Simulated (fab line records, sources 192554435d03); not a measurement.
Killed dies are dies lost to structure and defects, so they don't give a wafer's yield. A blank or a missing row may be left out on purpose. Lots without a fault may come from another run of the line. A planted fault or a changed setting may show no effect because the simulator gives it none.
Chamber matching | flow n5_finfet | N5_FIN_CUT_DESCUM_13 on rie_diel-03: 4 sister chambers
The step chemistry O2, time 7 s. 4 wafers are shown with their chamber, then 8 later ones without.

WAFERS WITH THEIR CHAMBER
wafer  | chamber | showerhead_plenum_p_Torr (Torr)
L085.6 | 0       | 2.07
L088.5 | 2       | 2.13
L088.6 | 3       | 2.03
L090.3 | 1       | 2.16

WAFERS WITHOUT THEIR CHAMBER
wafer  | showerhead_plenum_p_Torr (Torr)
L090.5 | 2.16
L090.6 | 2.13
L092.1 | 2.02
L092.2 | 2.13
L092.5 | 2.02
L093.1 | 2.06
L093.4 | 2.02
L093.5 | 2.16

WHICH CHAMBER EACH WENT THROUGH
wafer  | from the rows above | in truth
L090.5 | 1                   | 1
L090.6 | 2                   | 2
L092.1 | 3                   | 3
L092.2 | 2                   | 2
L092.5 | 3                   | 3
L093.1 | 0                   | 0
L093.4 | 3                   | 3
L093.5 | 1                   | 1
Placed correctly: 8 of 8. Can't be placed from these rows: 0. Placed wrongly: 0.
How it was worked out, from the rows above alone: a wafer's distance from a chamber is the root of the sum, over the readings, of the square of ((its reading less the chamber's mean) divided by the reading's scatter). The wafer belongs to the nearest chamber; if the next one is less than 2 further off, it can't be placed. A chamber's mean is the mean of its shown wafers. The scatter: with one shown wafer a chamber, the root of the mean of the squares of how far each hidden wafer lies from its nearest shown one.
